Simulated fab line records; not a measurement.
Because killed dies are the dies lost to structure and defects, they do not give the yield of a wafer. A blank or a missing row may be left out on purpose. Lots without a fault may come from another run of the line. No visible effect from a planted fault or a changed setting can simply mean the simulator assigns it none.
2 desks, one fault | flow nand harc | numbers are kept per desk, each desk with only its own; the story behind them comes last

== AT THE TOOL OWNER'S DESK: arfi scanner-01 ==
The tool's own readings at NHARC_A_M1_EXPOSE_06 (exposes mask A M1, target cd 120 nm): means of the sampled wafers that have a number, for each lot that ran on this tool. A lot is out of limits, marked OUT, if its mean lies more than 4 standard deviations from the usual mean; the brackets give that distance.
Columns: A = exposure dose mJ cm2 at NHARC_A_M1_EXPOSE_06, usual 75.09
lot  | first seen here | A
L797 | day 22 11:58    | 75.16
L800 | day 23 17:08    | 75.11
L799 | day 23 23:31    | 75.12
L802 | day 25 07:10    | 75.07
L811 | day 29 05:13    | 57.06 (-99 or more) OUT
L813 | day 29 11:21    | 60.64 (-99 or more) OUT
L814 | day 29 15:46    | 63.63 (-99 or more) OUT
This desk's finding: out of limits on L811, L813, L814; first on L811, day 29 05:13 (exposure dose mJ cm2 at NHARC_A_M1_EXPOSE_06). L797, L800, L799, L802: within limits.

== THE METROLOGY DESK ==
Means of the sampled wafers that have a number, per lot and without regard to the tool the lot ran on: this is what the gauges read. A lot is out of limits, marked OUT, if its mean lies more than 4 standard deviations from the usual mean; the brackets give that distance.
Columns: A = cd nm at NHARC_A_M1_CD_MEAS_09, usual 119.8 nm
lot  | first seen here | A
L797 | day 22 12:07    | 119.4
L798 | day 23 16:17    | 119.3
L800 | day 23 17:16    | 119.7
L799 | day 23 23:38    | 119.3
L801 | day 24 12:53    | 120.4
L802 | day 25 07:18    | 119.6
L812 | day 29 04:00    | 120.2
L811 | day 29 05:20    | 104.0 (-28) OUT
L813 | day 29 11:29    | 106.5 (-24) OUT
L814 | day 29 15:55    | 109.4 (-19) OUT
L817 | day 31 13:44    | 119.8
L819 | day 32 17:35    | 119.7
This desk's finding: out of limits on L811, L813, L814; first on L811, day 29 05:20 (cd nm at NHARC_A_M1_CD_MEAS_09). L797, L798, L800, L799, L801, L802, L812, L817, L819: within limits.

== PUT TOGETHER ==
An alarm could have come from the tool owner's desk at day 29 05:13, on L811, L813, L814.
At day 29 05:20 the metrology desk could have sounded an alarm, on L811, L813, L814.
Of the lots named, all ran NHARC_A_M1_EXPOSE_06 on arfi scanner-01.

== WHAT THE SIMULATOR HAD PUT IN ==
Process parameters drifting: arfi scanner-01 at NHARC_A_M1_EXPOSE_06, beginning at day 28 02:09. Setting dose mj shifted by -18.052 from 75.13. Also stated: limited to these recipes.
Struck lots among those shown: L811, L813, L814.
Delay (hours) between the fault's onset and each desk's first out-of-limits reading: 27 at the tool owner's desk, 27 at the metrology desk.
